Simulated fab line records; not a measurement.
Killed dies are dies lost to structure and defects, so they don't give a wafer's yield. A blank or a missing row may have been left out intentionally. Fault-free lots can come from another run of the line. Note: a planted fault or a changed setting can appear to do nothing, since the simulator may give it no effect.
Which tool was responsible? -- flow nand-harc -- 30 wafers from 10 lots sampled at 6 of the route's 1302 steps

== WHAT THE GAUGES READ, wafer by wafer ==
NHARC_A_SGD_CUT_INSPECT_11.
lot,measured,on,raw-defect-count
L837,day 19 21:05,defect-inspect-02,59 53 60
L839,day 20 10:28,defect-inspect-02,634 575 589 637 574 592
L841,day 21 04:18,defect-inspect-02,612 579 569 609 575 564
L849,day 24 02:50,defect-inspect-01,43 48 42
L850,day 24 23:00,defect-inspect-02,79 102 79
L852,day 26 00:04,defect-inspect-01,58 59 54
L853,day 26 10:54,defect-inspect-01,55 55 53
L855,day 27 03:32,defect-inspect-01,35 23 21
L858,day 27 23:00,defect-inspect-01,37 35 33
L859,day 29 16:41,defect-inspect-02,8 9 15

NHARC_END_SORT_01.
lot,measured,on,killed-at-array,killed-at-other,killed-at-periphery,killed-dies,killed-open,killed-short
L839,day 27 11:01,prober-02,118 120 123,2 2 4,3 4 2,123 126 129,2 2 3,5 2 2
L841,day 27 15:24,prober-02,100 104 86,1 2 1,13 4 11,114 110 98,5 2 3,8 3 3

== EACH LOT AND THE TOOL THAT RAN IT (in order: tool; ch and the chambers of the sampled wafers; start) ==
lot,NHARC_A_STAIRCASE_ETCHBACK_157,NHARC_A_SGD_CUT_DEP_00,NHARC_A_SGD_CUT_ETCH_15,NHARC_A_SGD_CUT_ETCHBACK_24
L837,"rie-diel-07 ch 0,1,3, day 19 18:43","pecvd-03 ch 0,1, day 19 20:16","rie-diel-11 ch 2,3, day 20 03:49 or earlier","rie-diel-02 ch 1,2, day 20 03:49"
L839,"rie-diel-08 ch 1,2, day 20 08:28","pecvd-03 ch 1,2, day 20 09:37","rie-diel-11 ch 0,2, day 20 17:51 or earlier","rie-diel-02 ch 0,1, day 20 17:51"
L841,"rie-diel-08 ch 1,2,3, day 21 02:33","pecvd-03 ch 0,1, day 21 03:36","rie-diel-11 ch 0,1,3, day 21 09:26 or earlier","rie-diel-11 ch 1,2,3, day 21 09:26"
L849,"rie-diel-12 ch 2,3, day 24 01:07","pecvd-01 ch 0,2, day 24 02:08","rie-diel-01 ch 2,3, day 24 08:17 or earlier","rie-diel-11 ch 0,1, day 24 08:17"
L850,"rie-diel-07 ch 0,1,3, day 24 21:16","pecvd-03 ch 0,1, day 24 22:17","rie-diel-11 ch 0,1,2, day 25 05:20 or earlier","rie-diel-11 ch 1,2, day 25 05:20"
L852,"rie-diel-12 ch 0,1, day 25 22:23","pecvd-03 ch 0,1,2, day 25 23:24","rie-diel-01 ch 0,2,3, day 26 07:58 or earlier","rie-diel-02 ch 0,1,3, day 26 07:58"
L853,"rie-diel-07 ch 0,3, day 26 09:05","pecvd-03 ch 1,2, day 26 10:03","rie-diel-01 ch 0,3, day 26 17:13 or earlier","rie-diel-02 ch 2,3, day 26 17:13"
L855,"rie-diel-08 ch 1,2,3, day 27 01:44","pecvd-03 ch 1,2, day 27 02:41","rie-diel-01 ch 0,1,2, day 27 09:50 or earlier","rie-diel-11 ch 0,3, day 27 09:50"
L858,"rie-diel-07 ch 0,1,3, day 27 21:06","pecvd-02 ch 0,1, day 27 22:09","rie-diel-02 ch 0,1,3, day 28 05:29 or earlier","rie-diel-02 ch 0,1,3, day 28 05:29"
L859,"rie-diel-07 ch 2,3, day 29 14:52","pecvd-02 ch 1,2, day 29 15:50","rie-diel-11 ch 0,1,2, day 29 23:27 or earlier","rie-diel-01 ch 1,2,3, day 29 23:27"
- NHARC_A_STAIRCASE_ETCHBACK_157: etches the open film in CH3F/O2, target depth 90 nm, time 167.14 s.
- NHARC_A_SGD_CUT_DEP_00: deposits SiNx, target thk 50 nm.
- NHARC_A_SGD_CUT_ETCH_15: etches the open film in CH3F/O2, target depth 75 nm, time 64.3 s.
- NHARC_A_SGD_CUT_ETCHBACK_24: etches the open film in CH3F/O2, target depth 50 nm, time 92.857 s.

== AS READ BY THE TOOLS THEMSELVES (means over the sampled wafers that have a number; for cases with no such wafer, the mark the record gives instead) ==
NHARC_A_STAIRCASE_ETCHBACK_157.
lot,tool,drypump-motor-current-A (A),o2-flow-sccm (sccm),oes-product-au (a.u.),rf-vpp-V (V),showerhead-plenum-p-Torr (Torr),throttle-valve-pct (%)
L837,rie-diel-07,5.7,30.12,0.94,243.0,2.37,20.656
L839,rie-diel-08,5.7,30.00,0.96,244.5,2.47,20.675
L841,rie-diel-08,5.9,30.02,0.93,245.3,2.47,20.669
L849,rie-diel-12,5.9,29.97,1.01,245.0,2.50,20.666
L850,rie-diel-07,5.7,30.02,0.97,244.0,2.36,20.658
L852,rie-diel-12,5.7,30.07,0.92,242.8,2.36,20.657
L853,rie-diel-07,5.2,29.93,0.93,242.5,2.35,20.662
L855,rie-diel-08,5.9,30.03,0.92,245.3,2.46,20.653
L858,rie-diel-07,5.6,30.14,0.93,243.1,2.35,20.667
L859,rie-diel-07,5.6,29.94,1.00,242.9,2.38,20.662

NHARC_A_SGD_CUT_DEP_00.
lot,tool,heater-power-outer-w (W),heater-power-w (W)
L837,pecvd-03,442,732
L839,pecvd-03,488,763
L841,pecvd-03,414,690
L849,pecvd-01,421,723
L850,pecvd-03,466,730
L852,pecvd-03,452,728
L853,pecvd-03,455,727
L855,pecvd-03,430,679
L858,pecvd-02,444,769
L859,pecvd-02,395,639

NHARC_A_SGD_CUT_ETCH_15.
lot,tool,drypump-motor-current-A (A),o2-flow-sccm (sccm),oes-product-au (a.u.),rf-vpp-V (V),showerhead-plenum-p-Torr (Torr),throttle-valve-pct (%)
L837,rie-diel-11,5.3,29.99,0.983,262.8,2.42,20.667
L839,rie-diel-11,5.4,30.01,0.935,264.3,2.48,20.661
L841,rie-diel-11,5.7,30.05,0.985,262.9,2.43,20.661
L849,rie-diel-01,5.3,29.99,0.958,262.9,2.42,20.665
L850,rie-diel-11,5.7,30.04,0.959,264.5,2.46,20.664
L852,rie-diel-01,5.7,29.99,0.946,263.7,2.43,20.666
L853,rie-diel-01,6.0,30.04,0.963,263.6,2.44,20.662
L855,rie-diel-01,5.7,29.98,0.964,262.5,2.39,20.671
L858,rie-diel-02,5.7,29.99,0.975,262.3,2.42,20.663
L859,rie-diel-11,5.7,30.04,0.988,263.6,2.45,20.665

NHARC_A_SGD_CUT_ETCHBACK_24.
lot,tool,drypump-motor-current-A (A),o2-flow-sccm (sccm),oes-product-au (a.u.),rf-vpp-V (V),showerhead-plenum-p-Torr (Torr),throttle-valve-pct (%)
L837,rie-diel-02,5.7,29.98,1.00,244.9,2.47,20.664
L839,rie-diel-02,5.8,29.96,0.99,242.4,2.34,20.666
L841,rie-diel-11,5.6,30.02,0.97,244.5,2.42,20.663
L849,rie-diel-11,6.0,29.93,1.01,244.6,2.44,20.661
L850,rie-diel-11,5.8,29.96,0.93,243.4,2.43,20.662
L852,rie-diel-02,5.7,29.92,0.92,243.5,2.42,20.666
L853,rie-diel-02,5.6,29.98,1.02,245.0,2.56,20.666
L855,rie-diel-11,5.4,29.97,1.01,244.7,2.42,20.670
L858,rie-diel-02,5.7,29.95,0.94,244.2,2.42,20.667
L859,rie-diel-01,5.4,30.05,1.00,244.1,2.46,20.659

== THE ANSWER, worked out from the rows above alone ==
Rule: the lots themselves supply what counts as usual. The widest of any qualifying gaps counts: lots, ordered by their means at a reading, are off when they make up no more than a third of the lots, leave a main group of 4 or more, and stand apart from it by 3 or more times the standard deviation of that group's means. A main group whose means are all the same, to the digits that the tables above print for the reading, isn't used. Also off: a lot with no number at a reading for which 4 or more lots have one. Where the step has rows for the other lots, those lots are counted as sound. Order of review: gauges by route order, followed by the tools' own readings, for which a lot's mean as printed above is used. The first step at which some lot is off is used, and at that step the reading that is off furthest; a lot without a number counts as furthest.
Off: L839, L841, at NHARC_A_SGD_CUT_INSPECT_11 (raw-defect-count). Mean 46 and standard deviation 22 in the main group.
If a tool, at a process step before that reading, ran all the lots that are off and no sound lot after the first of them, it fits. Gauges at NHARC_A_SGD_CUT_INSPECT_11: tried the same way as those tools. Of those tried, none fits.

== WHAT HAD BEEN PUT IN BY THE SIMULATOR ==
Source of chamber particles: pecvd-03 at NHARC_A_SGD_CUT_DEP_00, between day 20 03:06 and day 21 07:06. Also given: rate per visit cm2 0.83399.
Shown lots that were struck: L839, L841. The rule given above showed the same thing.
